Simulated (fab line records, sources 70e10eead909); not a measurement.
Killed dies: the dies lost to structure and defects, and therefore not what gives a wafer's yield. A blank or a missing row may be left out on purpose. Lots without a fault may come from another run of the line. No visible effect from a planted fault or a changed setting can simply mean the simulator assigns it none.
fab line records	flow nandHarc
record: lots: 13	wafers: 37	lastDay: 33
route steps=1302 shown A_CHANNEL_FILL_D1@499 A_DECK1_JOINT@530 END@1302
lots with no fault: from the same line, run without faults
startH: start of the lot's first displayed wafer, in hours after the record's first day	waitH: time in hours since the lot's previous step	" repeats the value in the row above	L1.1+2: a row that stands for several wafers	- value missing, or start not given	* or withheld: withheld	< > ~ a bound
route shown NAME@n: names a module that has steps shown in the file, with the first one's number in the route	usual: mean and standard deviation over wafers with no fault	same: alike in all rows	chamber/n: place in a boat	sites: per-site readings	_std_site: standard deviation of those values	_edge_site: inner sites' mean taken away from outer sites' mean	radiusMm: for every site, how far away it sits from the centre of the wafer	mask NAME#n: copy n	behind: the last tool/chamber to shape the wafer	hold: the reason the lot was held/the length of the hold in hours/how it ended	device: transistor that didn't switch, given as n, p or np	end of line: at the end of the route, the tests of the same wafers	step lacking rows: just its recipe	killed: at the first sort, the dies lost to defects and structure; wafer yield is something else	map: dies across one wafer; x = killed, . = not, _ = none there
set.NAME: the setting that was run; set.NAME@STEP: the one run at that earlier step	model.NAME: the simulator's own value behind a step, which no gauge read
one table for each step of the route and one row for each wafer, over a sample of lots
services: from which hour (startH, from the record's first day; less than 0 if before it) a tool's chamber was out of use, for how many hours, and why
== steps ==
step: NHARC_A_CHANNEL_FILL_D1_ETCHBACK_19
recipe: targetDepthA: 50	timeS: 1.7	hbrFlowSccm: 150	cl2FlowSccm: 50	rfW: 400	icpW: 400	biasW: 100	chemistry: HBr/Cl2
usual: drypumpMotorCurrentA: 5.4/0.36	oesProductAu: 1.007/0.014	throttleValvePct: 26.406/0.0088
same: timeS: 1.7
lot.wafer	tool	chamber	startH	waitH	drypumpMotorCurrentA	oesProductAu	rfHoursCounterH	throttleValvePct
L103.3	rieSi-04	2	208.61	0.4	5.7	1.007	0.3	26.414
L103.6	"	0	"	"	5.4	1.004	-	26.411
L103.5	"	1	"	"	5.1	1.011	-	26.393
L104.2	rieSi-01	2	222.74	0.4	6.7	1.015	0.1	26.401
L104.1	"	3	"	"	5.1	1.007	0.1	26.408
L104.5	"	1	"	"	5.0	0.999	-	26.414
L105.1	rieSi-03	2	238.64	0.4	5.1	1.020	0.0	26.396
L105.3	"	1	"	"	5.3	1.007	0.0	26.428
L105.6	"	2	"	"	5.1	1.007	-	26.405
L107.4	rieSi-03	1	244.54	0.4	5.3	1.010	0.0	26.405
L107.2	"	0	"	"	5.6	1.024	0.1	26.412
L107.5	"	2	"	"	5.1	1.028	-	26.404
L106.1	rieSi-01	0	244.57	0.4	5.7	1.008	0.2	26.398
L106.5	"	2	"	"	6.7	1.002	-	26.407
L106.6	"	3	"	"	5.1	1.008	-	26.396
L108.3	rieSi-03	3	258.09	0.4	5.5	1.003	0.1	26.413
L108.2	"	2	"	"	5.1	1.028	0.1	26.413
L108.5	"	0	"	"	5.6	1.024	-	26.388
L109.4	rieSi-03	2	269.99	0.4	5.1	1.021	0.2	26.398
L109.6	"	2	"	"	5.1	1.022	-	26.421
L109.5	"	3	"	"	5.4	0.975	-	26.422
L110.2	rieSi-03	1	293.60	0.4	5.3	1.008	0.3	26.395
L110.1	"	3	"	"	5.4	0.997	0.3	26.394
L110.3	"	0	"	"	5.6	1.022	0.2	26.398
L113.2	rieSi-01	0	310.57	0.4	5.7	0.995	0.6	26.413
L113.3	"	3	"	"	5.1	0.994	0.5	26.408
L113.6	"	1	"	"	5.0	1.002	-	26.403
L122.5	rieSi-03	2	396.69	0.4	5.1	1.018	-	26.395
L123.3	rieSi-01	2	411.63	0.4	6.7	1.015	0.1	26.404
L123.1	"	3	"	"	5.1	1.024	0.1	26.413
L123.5	"	1	"	"	5.0	0.985	-	26.415
L125.1	rieSi-01	0	430.22	0.4	5.7	0.997	0.2	26.413
L125.4	"	1	"	"	5.0	0.994	-	26.417
L125.5	"	3	"	"	5.2	1.017	-	26.414
L126.2	rieSi-03	2	443.52	0.4	5.1	0.980	0.3	26.424
L126.3	"	0	"	"	5.6	0.972	0.3	26.423
L126.6	"	2	"	"	5.1	0.984	-	26.407
step: NHARC_A_CHANNEL_FILL_D1_INSPECT_13
usual: rawDefectCount: 350/150
lot.wafer	tool	chamber	startH	waitH	rawDefectCount
L103.3	defectInspect-02	-	232.66	0.0	375
L103.5	"	-	"	"	238
L103.6	"	-	"	"	485
L104.1	defectInspect-01	-	246.54	0.0	512
L104.2	"	-	"	"	566
L104.5	"	-	"	"	254
L105.1	defectInspect-01	-	262.73	0.0	249
L105.3	"	-	"	"	176
L105.6	"	-	"	"	288
L106.1	defectInspect-02	-	268.41	0.0	286
L106.5	"	-	"	"	263
L106.6	"	-	"	"	280
L107.2	defectInspect-01	-	268.42	0.0	340
L107.4	"	-	"	"	507
L107.5	"	-	"	"	621
L108.2	defectInspect-02	-	283.24	0.0	242
L108.3	"	-	"	"	253
L108.5	"	-	"	"	189
L109.4	defectInspect-02	-	293.75	0.0	221
L109.5	"	-	"	"	424
L109.6	"	-	"	"	377
L110.1	defectInspect-02	-	318.56	0.0	302
L110.2	"	-	"	"	362
L110.3	"	-	"	"	440
L113.2	defectInspect-02	-	334.28	0.0	261
L113.3	"	-	"	"	648
L113.6	"	-	"	"	177
L122.5	defectInspect-01	-	420.50	0.0	314
L123.1	defectInspect-02	-	435.36	0.0	417
L123.3	"	-	"	"	324
L123.5	"	-	"	"	380
L125.1	defectInspect-02	-	453.93	0.0	296
L125.4	"	-	"	"	415
L125.5	"	-	"	"	254
L126.2	defectInspect-02	-	468.39	0.0	208
L126.3	"	-	"	"	573
L126.6	"	-	"	"	374
step: NHARC_A_DECK1_JOINT_ETCHBACK_00
recipe: targetDepthA: 300	timeS: 17.4	hbrFlowSccm: 150	rfW: 350	icpW: 350	biasW: 60	chemistry: HBr
usual: drypumpMotorCurrentA: 5.6/0.42	oesProductAu: 1.003/0.014	runLengthS: 38.8/0.37	throttleValvePct: 23.267/0.0092
lot.wafer	tool	chamber	startH	waitH	drypumpMotorCurrentA	oesProductAu	rfHoursCounterH	runLengthS	throttleValvePct
L103.3	rieSi-06	1	243.31	0.1	4.8	1.015	1.0	39.2	23.282
L103.6	"	1	"	"	4.8	1.018	-	39.6	23.264
L103.5	"	2	"	"	5.9	0.988	-	38.4	23.279
L104.1	rieSi-05	1	262.02	0.1	5.6	1.005	0.7	39.0	23.252
L104.2	"	2	"	"	5.7	0.993	0.7	38.5	23.288
L104.5	"	1	"	"	5.6	1.004	-	38.6	23.261
L105.3	rieSi-06	0	273.52	0.1	5.5	0.988	0.1	38.7	23.265
L105.1	"	1	"	"	4.8	1.006	0.1	38.8	23.272
L105.6	"	0	"	"	5.5	0.987	-	39.0	23.273
L107.2	rieSi-06	2	278.95	0.1	5.9	0.986	0.1	38.4	23.277
L107.4	"	1	"	"	4.8	1.005	0.1	39.0	23.275
L107.5	"	2	"	"	5.9	0.995	-	38.9	23.276
L106.1	rieSi-05	2	278.99	0.1	5.7	0.994	0.8	38.7	23.289
L106.5	"	3	"	"	5.5	1.004	-	38.9	23.251
L106.6	"	0	"	"	4.9	1.004	-	38.7	23.268
L108.3	rieSi-06	1	293.97	0.1	4.8	1.019	0.3	39.4	23.259
L108.2	"	2	"	"	5.9	0.997	0.3	38.3	23.253
L108.5	"	2	"	"	5.9	0.992	-	38.9	23.254
L109.4	rieSi-05	2	304.50	0.1	5.7	0.987	0.9	38.7	23.267
L109.5	"	1	"	"	5.7	1.027	-	38.9	23.263
L109.6	"	2	"	"	5.7	0.997	-	38.6	23.280
L110.3	rieSi-05	3	329.29	0.1	5.5	1.012	0.1	39.5	23.267
L110.1	"	0	"	"	4.9	1.029	0.2	38.8	23.262
L110.2	"	1	"	"	5.6	0.985	0.1	39.2	23.260
L113.2	rieSi-06	2	345.04	0.1	6.0	0.984	0.7	38.3	23.260
L113.3	"	0	"	"	5.5	0.982	0.5	39.4	23.273
L113.6	"	1	"	"	4.8	1.005	-	38.8	23.253
L122.5	rieSi-05	3	435.98	0.1	5.5	1.013	-	42.3	23.270
L123.3	rieSi-02	3	446.17	0.1	5.9	0.965	1.1	37.8	23.245
L123.1	"	0	"	"	5.9	1.030	1.1	39.8	23.265
L123.5	"	2	"	"	6.2	1.013	-	39.3	23.247
L125.1	rieSi-02	0	464.67	0.1	6.0	1.008	0	38.9	23.268
L125.4	"	2	"	"	6.2	1.008	0	38.9	23.269
L125.5	"	0	"	"	5.9	1.017	-	39.0	23.276
L126.3	rieSi-06	0	479.09	0.1	5.5	1.011	0.3	38.8	23.266
L126.2	"	2	"	"	5.9	0.997	0.3	38.6	23.258
L126.6	"	1	"	"	4.7	1.021	-	39.0	23.260
step: NHARC_A_DECK1_JOINT_INSPECT_05
usual: rawDefectCount: 398/160
lot.wafer	tool	chamber	startH	waitH	rawDefectCount
L103.3	defectInspect-01	-	269.46	0.0	427
L103.5	"	-	"	"	557
L103.6	"	-	"	"	598
L104.1	defectInspect-02	-	283.81	0.0	268
L104.2	"	-	"	"	279
L104.5	"	-	"	"	318
L105.1	defectInspect-02	-	294.09	0.0	348
L105.3	"	-	"	"	310
L105.6	"	-	"	"	263
L106.1	defectInspect-01	-	308.75	0.0	311
L106.5	"	-	"	"	401
L106.6	"	-	"	"	299
L107.2	defectInspect-02	-	308.76	0.0	373
L107.4	"	-	"	"	231
L107.5	"	-	"	"	213
L108.2	defectInspect-02	-	316.51	0.0	216
L108.3	"	-	"	"	393
L108.5	"	-	"	"	395
L109.4	defectInspect-02	-	331.53	0.0	229
L109.5	"	-	"	"	261
L109.6	"	-	"	"	544
L110.1	defectInspect-02	-	352.75	0.0	324
L110.2	"	-	"	"	384
L110.3	"	-	"	"	309
L113.2	defectInspect-02	-	370.57	0.0	202
L113.3	"	-	"	"	348
L113.6	"	-	"	"	331
L122.5	defectInspect-01	-	461.62	0.0	1051
L123.1	defectInspect-02	-	467.70	0.0	762
L123.3	"	-	"	"	286
L123.5	"	-	"	"	548
L125.1	defectInspect-02	-	486.52	0.0	303
L125.4	"	-	"	"	485
L125.5	"	-	"	"	303
L126.2	defectInspect-02	-	511.21	0.0	588
L126.3	"	-	"	"	386
L126.6	"	-	"	"	449
step: NHARC_END_SORT_01
recipe: tempC: 25
usual: killedAtArray: 52/18	killedAtOther: 1.0/1.4	killedAtPeriphery: 3.1/2.3	killedDies: 56/17	killedOpen: 3.0/1.7	killedShort: 2.5/1.7
same: grossDies: 677
lot.wafer	tool	chamber	startH	waitH	killedAtArray	killedAtOther	killedAtPeriphery	killedDies	killedOpen	killedShort
L103.3	prober-02	0	554.85	3.1	56	1	2	59	3	5
L103.5	prober-02	0	556.42	3.7	41	0	4	45	4	3
L103.6	prober-02	0	557.21	3.9	41	1	1	43	4	4
L105.1	prober-02	0	567.69	2.5	93	0	2	95	8	2
L105.3	prober-02	0	569.28	3.1	78	0	1	79	0	1
L105.6	prober-02	0	571.66	4.0	93	0	2	95	1	3
L104.1	prober-01	0	567.76	2.5	40	0	4	44	3	0
L104.2	prober-01	0	568.56	2.8	35	0	3	38	3	5
L104.5	prober-01	0	570.96	3.7	32	0	4	36	6	4
L106.1	prober-01	0	603.93	2.5	26	1	11	38	4	1
L106.5	prober-01	0	607.13	3.7	39	2	3	44	4	3
L106.6	prober-01	0	607.92	4.0	20	1	3	24	5	2
L108.2	prober-02	0	604.71	2.8	28	1	2	31	3	4
L108.3	prober-02	0	605.52	3.1	28	0	2	30	4	4
L108.5	prober-02	0	607.14	3.7	25	2	1	28	1	1
L107.2	prober-01	0	612.54	2.8	60	0	5	65	4	3
L107.4	prober-01	0	614.15	3.4	59	2	2	63	2	1
L107.5	prober-01	0	614.95	3.7	84	2	3	89	3	2
L109.4	prober-02	0	623.31	3.4	74	1	1	76	2	2
L109.5	prober-02	0	624.10	3.7	70	0	1	71	1	4
L109.6	prober-02	0	624.90	4.0	96	0	2	98	3	6
L110.1	prober-02	0	644.61	2.5	34	3	4	41	3	1
L110.2	prober-02	0	645.41	2.8	24	0	7	31	2	0
L110.3	prober-02	0	646.20	3.1	33	0	4	37	4	2
L113.2	prober-01	0	658.70	2.8	52	2	4	58	5	1
L113.3	prober-01	0	659.50	3.1	46	1	3	50	3	3
L113.6	prober-01	0	661.92	4.0	66	2	1	69	2	5
L122.5	prober-02	0	741.64	3.7	31	2	10	43	2	0
L123.1	prober-01	0	746.15	2.5	52	1	3	56	3	1
L123.3	prober-01	0	747.73	3.1	73	0	1	74	4	3
L123.5	prober-01	0	749.31	3.7	64	0	1	65	3	0
L125.1	prober-01	0	772.49	2.5	58	0	3	61	2	3
L125.4	prober-01	0	774.93	3.4	68	0	2	70	3	5
L125.5	prober-01	0	775.74	3.7	64	1	6	71	5	4
L126.2	prober-02	0	783.91	2.8	77	1	5	83	3	4
L126.3	prober-02	0	784.72	3.1	52	0	2	54	1	4
L126.6	prober-02	0	787.13	4.0	75	1	5	81	2	3
killed by level:class
L103.3 A_CHANNEL_HOLE_D2:chamberFilmFlake=36 A_CONTACT:chamberFilmFlake=8 A_CHANNEL_HOLE_D1:chamberFilmFlake=3 P_M0:geometricParticle:open=2 A_DECK1_JOINT:geometricParticle:short=1 A_CHANNEL_HOLE_D2:geometricParticle:open=1 A_CHANNEL_HOLE_D2:geometricParticle:short=1 A_CHANNEL_FILL_D2:geometricParticle:short=1
L103.5 A_CHANNEL_HOLE_D2:chamberFilmFlake=30 P_GATE:chamberFilmFlake=2 A_SGD_CUT:chamberFilmFlake=2 P_CONTACT:geometricParticle:open=1 P_M0:geometricParticle:open=1 A_CHANNEL_FILL_D1:geometricParticle:short=1 A_DECK1_JOINT:geometricParticle:short=1 A_WL_FILL:geometricParticle:open=1
L103.6 A_CHANNEL_HOLE_D2:chamberFilmFlake=22 A_CHANNEL_HOLE_D1:chamberFilmFlake=4 A_CONTACT:chamberFilmFlake=4 A_ZERO_WELL:chamberFilmFlake=2 P_CONTACT:geometricParticle:open=1 A_ONON_D1:geometricParticle:short=1 A_CHANNEL_FILL_D1:geometricParticle:short=1 A_DECK1_JOINT:geometricParticle:short=1
L105.1 A_CHANNEL_HOLE_D2:chamberFilmFlake=31 A_CHANNEL_HOLE_D1:chamberFilmFlake=22 A_SLIT:chamberFilmFlake=19 A_CONTACT:chamberFilmFlake=5 A_STAIRCASE:chamberFilmFlake=3 A_CHANNEL_FILL_D2:geometricParticle:open=2 A_M1:geometricParticle:open=2 A_WL_FILL:chamberFilmFlake=2
L104.1 A_CHANNEL_HOLE_D2:chamberFilmFlake=31 P_M2:chamberFilmFlake=2 A_STAIRCASE:chamberFilmFlake=2 A_CONTACT:chamberFilmFlake=2 P_CONTACT:geometricParticle:open=1 A_ONON_D1:geometricParticle:open=1 A_CONTACT:geometricParticle:open=1 P_M1:chamberFilmFlake=1
L104.2 A_CHANNEL_HOLE_D2:chamberFilmFlake=20 A_CHANNEL_HOLE_D1:chamberFilmFlake=3 A_SLIT:chamberFilmFlake=2 A_STAIRCASE:chamberFilmFlake=2 P_M0:geometricParticle:short=1 A_CHANNEL_HOLE_D1:geometricParticle:short=1 A_CHANNEL_FILL_D1:geometricParticle:open=1 A_DECK1_JOINT:geometricParticle:short=1
L105.3 A_CHANNEL_HOLE_D1:chamberFilmFlake=28 A_CHANNEL_HOLE_D2:chamberFilmFlake=21 A_SLIT:chamberFilmFlake=18 A_CONTACT:chamberFilmFlake=3 A_CHANNEL_FILL_D1:chamberFilmFlake=2 A_WL_FILL:chamberFilmFlake=2 A_CONTACT:unspecified=2 A_CHANNEL_FILL_D1:geometricParticle:short=1
L104.5 A_CHANNEL_HOLE_D2:chamberFilmFlake=18 A_CHANNEL_FILL_D1:geometricParticle:open=3 A_CHANNEL_FILL_D2:geometricParticle:open=3 P_M2:chamberFilmFlake=3 A_CHANNEL_HOLE_D1:chamberFilmFlake=2 A_ONON_D1:geometricParticle:short=1 A_DECK1_JOINT:geometricParticle:short=1 A_ONON_D2:geometricParticle:short=1
L105.6 A_CHANNEL_HOLE_D1:chamberFilmFlake=31 A_CHANNEL_HOLE_D2:chamberFilmFlake=25 A_SLIT:chamberFilmFlake=19 A_WL_FILL:chamberFilmFlake=4 A_STAIRCASE:chamberFilmFlake=3 A_CONTACT:unspecified=3 A_CHANNEL_FILL_D1:geometricParticle:short=2 P_ZERO_WELL:chamberFilmFlake=2
L106.1 A_CHANNEL_HOLE_D2:chamberFilmFlake=9 A_CHANNEL_HOLE_D1:chamberFilmFlake=5 A_CONTACT:chamberFilmFlake=5 P_STI:chamberFilmFlake=4 P_CONTACT:geometricParticle:open=3 P_M2:chamberFilmFlake=2 A_ZERO_WELL:chamberFilmFlake=2 A_STAIRCASE:chamberFilmFlake=2
L108.2 A_CHANNEL_HOLE_D2:chamberFilmFlake=12 A_CHANNEL_HOLE_D1:chamberFilmFlake=5 A_STAIRCASE:chamberFilmFlake=3 A_ONON_D2:geometricParticle:short=2 P_M0:geometricParticle:short=1 A_ONON_D1:geometricParticle:short=1 A_ONON_D2:geometricParticle:open=1 A_CHANNEL_FILL_D2:geometricParticle:open=1
L108.3 A_CHANNEL_HOLE_D2:chamberFilmFlake=7 A_CHANNEL_HOLE_D1:chamberFilmFlake=6 A_CONTACT:chamberFilmFlake=4 A_STAIRCASE:chamberFilmFlake=3 P_M1:geometricParticle:short=1 A_ONON_D1:geometricParticle:open=1 A_DECK1_JOINT:geometricParticle:short=1 A_ONON_D2:geometricParticle:short=1
L106.5 A_CHANNEL_HOLE_D2:chamberFilmFlake=13 A_CONTACT:chamberFilmFlake=9 A_STAIRCASE:chamberFilmFlake=5 A_CHANNEL_HOLE_D1:chamberFilmFlake=4 A_ZERO_WELL:chamberFilmFlake=2 THIN_TSV:chamberFilmFlake=2 P_BONDPAD:geometricParticle:open=1 A_ONON_D1:geometricParticle:open=1
L108.5 A_STAIRCASE:chamberFilmFlake=8 A_CHANNEL_HOLE_D2:chamberFilmFlake=7 A_CONTACT:chamberFilmFlake=5 THIN_TSV:chamberFilmFlake=2 A_ONON_D1:geometricParticle:short=1 A_M0:geometricParticle:open=1 P_ZERO_WELL:chamberFilmFlake=1 A_CHANNEL_HOLE_D1:chamberFilmFlake=1
L106.6 A_CONTACT:chamberFilmFlake=6 A_CHANNEL_HOLE_D2:chamberFilmFlake=5 A_CHANNEL_HOLE_D1:chamberFilmFlake=2 A_STAIRCASE:chamberFilmFlake=2 P_STI:geometricParticle:short=1 P_CONTACT:geometricParticle:open=1 A_ONON_D1:geometricParticle:open=1 A_CHANNEL_FILL_D1:geometricParticle:open=1
L107.2 A_SLIT:chamberFilmFlake=22 A_CHANNEL_HOLE_D1:chamberFilmFlake=18 A_CHANNEL_HOLE_D2:chamberFilmFlake=11 P_CONTACT:geometricParticle:open=2 P_ZERO_WELL:chamberFilmFlake=2 A_CHANNEL_FILL_D1:chamberFilmFlake=2 A_DECK1_JOINT:chamberFilmFlake=2 P_M0:geometricParticle:open=1
L107.4 A_SLIT:chamberFilmFlake=22 A_CHANNEL_HOLE_D2:chamberFilmFlake=14 A_CHANNEL_HOLE_D1:chamberFilmFlake=13 A_STAIRCASE:chamberFilmFlake=3 A_WL_FILL:chamberFilmFlake=2 A_M1:chamberFilmFlake=2 THIN_TSV:chamberFilmFlake=2 P_M0:geometricParticle:open=1
L107.5 A_CHANNEL_HOLE_D1:chamberFilmFlake=26 A_SLIT:chamberFilmFlake=24 A_CHANNEL_HOLE_D2:chamberFilmFlake=20 A_CONTACT:chamberFilmFlake=3 A_STAIRCASE:chamberFilmFlake=3 P_ZERO_WELL:chamberFilmFlake=2 A_DECK1_JOINT:chamberFilmFlake=2 THIN_TSV:chamberFilmFlake=2
L109.4 A_CHANNEL_HOLE_D2:chamberFilmFlake=34 A_SLIT:chamberFilmFlake=25 A_CHANNEL_HOLE_D1:chamberFilmFlake=4 A_SGD_CUT:chamberFilmFlake=3 A_CONTACT:chamberFilmFlake=2 A_CHANNEL_FILL_D1:geometricParticle:short=1 A_SGD_CUT:geometricParticle:open=1 A_SGD_CUT:geometricParticle:short=1
L109.5 A_SLIT:chamberFilmFlake=29 A_CHANNEL_HOLE_D2:chamberFilmFlake=19 A_CHANNEL_HOLE_D1:chamberFilmFlake=6 A_SGD_CUT:chamberFilmFlake=4 A_CHANNEL_FILL_D2:chamberFilmFlake=3 A_STAIRCASE:chamberFilmFlake=3 P_CONTACT:geometricParticle:short=1 A_ONON_D1:geometricParticle:short=1
L109.6 A_CHANNEL_HOLE_D2:chamberFilmFlake=42 A_SLIT:chamberFilmFlake=22 A_SGD_CUT:chamberFilmFlake=8 A_CONTACT:chamberFilmFlake=6 A_CHANNEL_HOLE_D1:chamberFilmFlake=5 A_ONON_D2:geometricParticle:short=2 A_WL_FILL:chamberFilmFlake=2 P_STI:geometricParticle:short=1
L110.1 A_CHANNEL_HOLE_D2:chamberFilmFlake=17 A_CHANNEL_HOLE_D1:chamberFilmFlake=5 A_WL_FILL:chamberFilmFlake=3 P_GATE:chamberFilmFlake=2 A_DECK1_JOINT:chamberFilmFlake=2 A_CONTACT:chamberFilmFlake=2 A_CHANNEL_HOLE_D1:geometricParticle:short=1 A_DECK1_JOINT:geometricParticle:open=1
L110.2 A_CHANNEL_HOLE_D2:chamberFilmFlake=14 P_GATE:chamberFilmFlake=5 A_CHANNEL_HOLE_D1:chamberFilmFlake=2 A_CONTACT:chamberFilmFlake=2 P_CONTACT:geometricParticle:open=1 A_M0:geometricParticle:open=1 P_ZERO_WELL:chamberFilmFlake=1 A_CHANNEL_FILL_D2:chamberFilmFlake=1
L110.3 A_CHANNEL_HOLE_D2:chamberFilmFlake=11 A_CHANNEL_HOLE_D1:chamberFilmFlake=6 A_CONTACT:chamberFilmFlake=6 A_DECK1_JOINT:chamberFilmFlake=3 A_BLC:geometricParticle:open=2 P_GATE:chamberFilmFlake=2 P_GATE:geometricParticle:open=1 A_ONON_D1:geometricParticle:short=1
L113.2 A_SLIT:chamberFilmFlake=26 A_CHANNEL_HOLE_D2:chamberFilmFlake=11 A_STAIRCASE:chamberFilmFlake=9 P_CONTACT:geometricParticle:open=2 THIN_TSV:chamberFilmFlake=2 P_M0:geometricParticle:open=1 A_DECK1_JOINT:geometricParticle:open=1 A_CONTACT:geometricParticle:open=1
L113.3 A_SLIT:chamberFilmFlake=25 A_CHANNEL_HOLE_D2:chamberFilmFlake=10 A_CHANNEL_HOLE_D1:chamberFilmFlake=3 A_CHANNEL_FILL_D1:chamberFilmFlake=2 A_STAIRCASE:chamberFilmFlake=2 P_M0:geometricParticle:short=1 P_M0:geometricParticle:open=1 A_SOURCE_PLATE:geometricParticle:short=1
L113.6 A_SLIT:chamberFilmFlake=29 A_CHANNEL_HOLE_D2:chamberFilmFlake=19 A_STAIRCASE:chamberFilmFlake=6 A_M0:geometricParticle:open=2 A_CHANNEL_HOLE_D1:chamberFilmFlake=2 A_CHANNEL_FILL_D1:chamberFilmFlake=2 THIN_TSV:chamberFilmFlake=2 P_M0:geometricParticle:short=1
L122.5 A_CHANNEL_HOLE_D1:chamberFilmFlake=21 P_CONTACT:chamberFilmFlake=3 P_M2:chamberFilmFlake=3 A_CONTACT:chamberFilmFlake=3 P_ZERO_WELL:chamberFilmFlake=2 A_CHANNEL_HOLE_D2:chamberFilmFlake=2 A_WL_FILL:chamberFilmFlake=2 P_M1:geometricParticle:open=1
L123.1 A_SLIT:chamberFilmFlake=16 A_CHANNEL_HOLE_D2:chamberFilmFlake=16 A_CHANNEL_HOLE_D1:chamberFilmFlake=7 A_STAIRCASE:chamberFilmFlake=7 A_CONTACT:chamberFilmFlake=3 P_CONTACT:geometricParticle:open=1 P_M0:geometricParticle:open=1 P_M0:geometricParticle:short=1
L123.3 A_SLIT:chamberFilmFlake=29 A_CHANNEL_HOLE_D2:chamberFilmFlake=20 A_CHANNEL_HOLE_D1:chamberFilmFlake=8 A_STAIRCASE:chamberFilmFlake=5 A_DECK1_JOINT:chamberFilmFlake=2 A_CONTACT:chamberFilmFlake=2 A_CHANNEL_FILL_D1:geometricParticle:open=1 A_ONON_D2:geometricParticle:short=1
L123.5 A_CHANNEL_HOLE_D2:chamberFilmFlake=24 A_SLIT:chamberFilmFlake=19 A_CHANNEL_HOLE_D1:chamberFilmFlake=11 A_STAIRCASE:chamberFilmFlake=6 P_M0:geometricParticle:open=1 A_SOURCE_PLATE:geometricParticle:open=1 A_SGD_CUT:geometricParticle:open=1 A_CHANNEL_FILL_D1:chamberFilmFlake=1
L125.1 A_CHANNEL_HOLE_D1:chamberFilmFlake=18 A_CHANNEL_HOLE_D2:chamberFilmFlake=17 A_M1:chamberFilmFlake=5 A_SLIT:chamberFilmFlake=5 A_CONTACT:chamberFilmFlake=4 A_WL_FILL:geometricParticle:short=2 A_BLC:geometricParticle:open=2 P_STI:chamberFilmFlake=2
L125.4 A_CHANNEL_HOLE_D2:chamberFilmFlake=26 A_CHANNEL_HOLE_D1:chamberFilmFlake=14 A_CONTACT:chamberFilmFlake=6 A_SLIT:chamberFilmFlake=4 A_CHANNEL_FILL_D2:chamberFilmFlake=4 A_STAIRCASE:chamberFilmFlake=4 A_M1:chamberFilmFlake=3 A_ONON_D2:geometricParticle:short=2
L125.5 A_CHANNEL_HOLE_D2:chamberFilmFlake=24 A_CHANNEL_HOLE_D1:chamberFilmFlake=12 A_SLIT:chamberFilmFlake=9 A_CONTACT:chamberFilmFlake=5 P_STI:chamberFilmFlake=4 A_STAIRCASE:chamberFilmFlake=3 A_M1:chamberFilmFlake=3 A_ONON_D2:geometricParticle:short=2
L126.2 A_CHANNEL_HOLE_D2:chamberFilmFlake=34 A_SLIT:chamberFilmFlake=29 A_SGD_CUT:chamberFilmFlake=4 A_CONTACT:chamberFilmFlake=2 P_GATE:geometricParticle:open=1 P_M0:geometricParticle:short=1 P_M1:geometricParticle:open=1 A_ONON_D1:geometricParticle:short=1
L126.3 A_SLIT:chamberFilmFlake=21 A_CHANNEL_HOLE_D2:chamberFilmFlake=16 A_STAIRCASE:chamberFilmFlake=3 A_CONTACT:chamberFilmFlake=3 A_DECK1_JOINT:chamberFilmFlake=2 A_SGD_CUT:chamberFilmFlake=2 P_M0:geometricParticle:short=1 A_SOURCE_PLATE:geometricParticle:short=1
L126.6 A_CHANNEL_HOLE_D2:chamberFilmFlake=30 A_SLIT:chamberFilmFlake=26 A_SGD_CUT:chamberFilmFlake=7 P_M0:chamberFilmFlake=3 A_CONTACT:chamberFilmFlake=3 A_CHANNEL_FILL_D2:chamberFilmFlake=2 P_M0:geometricParticle:open=1 A_ONON_D1:geometricParticle:short=1
== services ==
tool	chamber	startH	hours	kind
rieSi-06	0	190.75	2.7	repair
rieSi-01	-	193.00	9.0	pm
rieSi-05	0	199.03	1.1	repair
rieSi-03	-	221.00	9.0	pm
rieSi-06	-	249.00	9.0	pm
rieSi-02	2	268.13	4.1	repair
rieSi-02	-	277.00	9.0	pm
rieSi-03	2	292.45	3.9	repair
rieSi-03	3	301.55	3.8	repair
rieSi-05	-	305.00	9.0	pm
rieSi-01	-	314.30	0.4	repair
rieSi-01	1	315.39	3.3	repair
rieSi-05	2	323.86	47.2	repair
rieSi-01	1	336.68	1.3	repair
rieSi-03	-	368.33	0.4	repair
rieSi-06	0	368.45	7.7	repair
rieSi-01	-	370.00	9.0	pm
rieSi-03	-	390.82	0.3	repair
rieSi-03	1	392.24	18.7	repair
rieSi-03	-	398.00	9.0	pm
rieSi-05	2	417.79	2.7	repair
rieSi-06	-	426.00	9.0	pm
rieSi-05	0	427.96	3.1	repair
rieSi-01	2	429.87	6.6	repair
== key ==
firstSign: step: NHARC_A_DECK1_JOINT_ETCHBACK_00	reading: runLengthS	direction: up	sigmas: 9.5	usual: *	struck: *
effect none on later readings
metAt NHARC_A_DECK1_JOINT_ETCHBACK_00
struckLots L122
struckWafers L122.5
testerLeftOut L122
notActingAt NHARC_A_CHANNEL_FILL_D1_ETCHBACK_19,NHARC_A_CHANNEL_FILL_D1_INSPECT_13,NHARC_A_DECK1_JOINT_INSPECT_05
onsetBetween 329.29 435.98
fault: kind: processParameterDrift	tool: rieSi-05	chamber: 3	onsetH: 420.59	steps: NHARC_A_DECK1_JOINT_ETCHBACK_00	channel: timeS	offset: *	shape: step	endH: 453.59	actsIn: *	stated: *
testerLeftOut: of these lots the tester's yield and bins aren't shown, on N5 and GAA mostly nor the transistor test; their killed dies are dies lost to structure and defects alone, not to doping, threshold or leakage, so they don't give the yield
